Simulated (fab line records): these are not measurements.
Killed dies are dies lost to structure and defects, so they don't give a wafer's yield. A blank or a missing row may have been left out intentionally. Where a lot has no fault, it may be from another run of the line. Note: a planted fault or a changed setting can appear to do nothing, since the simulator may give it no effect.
Which of the tools did it?	flow n5Finfet	42 wafers from 14 lots sampled at 3 of the route's 1938 steps

## WHAT THE GAUGES READ, wafer by wafer
N5_BEOL_M7_CD_MEAS_11 targets a cd of 38.5 nm.
lot	measured	on	cdNm (nm)
L989	day 9 13:15	cdSem-01	37.5 37.9 38.1
L991	day 10 14:04	cdSem-01	38.2 38.8 38.3
L994	day 11 02:47	cdSem-03	38.5 38.4 38.0
L996	day 11 12:11	cdSem-02	39.1 38.9 38.6
L997	day 11 22:40	cdSem-03	38.0 38.5 38.3
L103	day 13 14:40	cdSem-02	38.2 38.1 38.5
L107	day 13 20:47	cdSem-01	38.3 38.0 37.8
L105	day 14 09:05	cdSem-01	38.2 38.5 37.9
L106	day 14 12:40	cdSem-02	38.5 38.4 38.4
L109	day 14 19:05	cdSem-02	38.2 38.1 38.2
L108	day 14 20:58	cdSem-02	38.8 38.6 38.6
L111	day 14 21:08	cdSem-01	38.3 38.9 38.0
L112	day 15 15:12	cdSem-01	37.9 38.0 38.2
L110	day 16 15:29	cdSem-03	38.9 38.5 39.0

N5_BEOL_M7_OVL_MEAS_29.
lot	measured	on	V6_OVL (nm)
L989	day 9 16:27	overlay-02	-1.0 -1.3 -0.9
L991	day 10 16:14	overlay-01	-0.9 -0.6 -0.9
L994	day 11 04:45	overlay-02	-0.6 0.2 -0.7
L996	day 11 13:46	overlay-01	- - -
L997	day 12 01:59	overlay-01	- - -
L103	day 13 21:40	overlay-02	-0.4 -0.3 0.1
L107	day 13 23:07	overlay-01	-2.5 -1.4 -0.8
L105	day 14 11:35	overlay-01	-1.1 -1.2 -0.5
L106	day 14 13:48	overlay-01	-1.1 -0.6 -1.4
L109	day 14 20:50	overlay-02	-0.3 -0.3 -2.0
L108	day 14 22:39	overlay-02	-0.1 -1.6 -0.4
L111	day 14 22:48	overlay-01	1.0 -0.1 -0.4
L112	day 15 17:26	overlay-01	1.6 1.5 0.2
L110	day 16 19:03	overlay-01	0.1 1.2 -0.7

## TOOL THAT RAN EACH LOT (tool first, then ch and the chambers of the sampled wafers, then the start)
lot	N5_BEOL_M7_DEVELOP_27
L989	lithoTrack-03 ch 0, day 9 16:22
L991	lithoTrack-03 ch 0, day 10 16:08
L994	lithoTrack-03 ch 0, day 11 04:40
L996	lithoTrack-03, day 11 13:41
L997	lithoTrack-03, day 12 01:54
L103	lithoTrack-01 ch 0, day 13 21:34
L107	lithoTrack-02 ch 0, day 13 23:02
L105	lithoTrack-01 ch 0, day 14 11:30
L106	lithoTrack-01 ch 0, day 14 13:43
L109	lithoTrack-02 ch 0, day 14 20:44
L108	lithoTrack-01 ch 0, day 14 22:34
L111	lithoTrack-03 ch 0, day 14 22:43
L112	lithoTrack-03 ch 0, day 15 17:20
L110	lithoTrack-03 ch 0, day 16 18:58
- N5_BEOL_M7_DEVELOP_27: develop time 30 s.

## WHAT THE TOOLS THEMSELVES READ (means of the sampled wafers that have a number; where no wafer has one, the mark that the record gives instead)
N5_BEOL_M7_DEVELOP_27.
lot	tool	chillPlateTempC (C)	resistLineTempC (C)
L989	lithoTrack-03	22.98	23.00
L991	lithoTrack-03	22.99	22.99
L994	lithoTrack-03	22.95	23.01
L996	lithoTrack-03	-	-
L997	lithoTrack-03	-	-
L103	lithoTrack-01	23.06	22.78
L107	lithoTrack-02	22.99	23.09
L105	lithoTrack-01	22.89	23.07
L106	lithoTrack-01	22.89	22.83
L109	lithoTrack-02	22.84	23.05
L108	lithoTrack-01	22.98	23.00
L111	lithoTrack-03	23.02	22.97
L112	lithoTrack-03	22.91	23.01
L110	lithoTrack-03	22.96	22.96

## THE ANSWER, worked out from the rows above alone
Rule: the usual values come from the lots themselves. The widest of any qualifying gaps counts: lots, ordered by their means at a reading, are off when they make up no more than a third of the lots, leave a main group of 4 or more, and stand apart from it by 3 or more times the standard deviation of that group's means. Not used: any main group whose means are identical at the precision the tables above print for the reading. Also off: a lot with no number at a reading for which 4 or more lots have one. All remaining lots with rows at the step are treated as sound. First the gauges in route order, then the tools' own readings, where a lot's mean is used as printed above. The first step at which some lot is off is used, and at that step the reading that is off furthest; a lot without a number counts as furthest.
Off: L996, L997, seen at N5_BEOL_M7_OVL_MEAS_29 (V6_OVL). Without a number there: L996, L997. The main group has a mean of -0.5 nm with a standard deviation of 0.7.
If a tool, at a process step before that reading, ran all the lots that are off and no sound lot after the first of them, it fits. The gauges at N5_BEOL_M7_OVL_MEAS_29 aren't tried: what is off there is off at N5_BEOL_M7_DEVELOP_27 too, on other tools, and a gauge's error can't cause that. Of those tried, none fits.

## WHAT HAD BEEN PUT IN BY THE SIMULATOR
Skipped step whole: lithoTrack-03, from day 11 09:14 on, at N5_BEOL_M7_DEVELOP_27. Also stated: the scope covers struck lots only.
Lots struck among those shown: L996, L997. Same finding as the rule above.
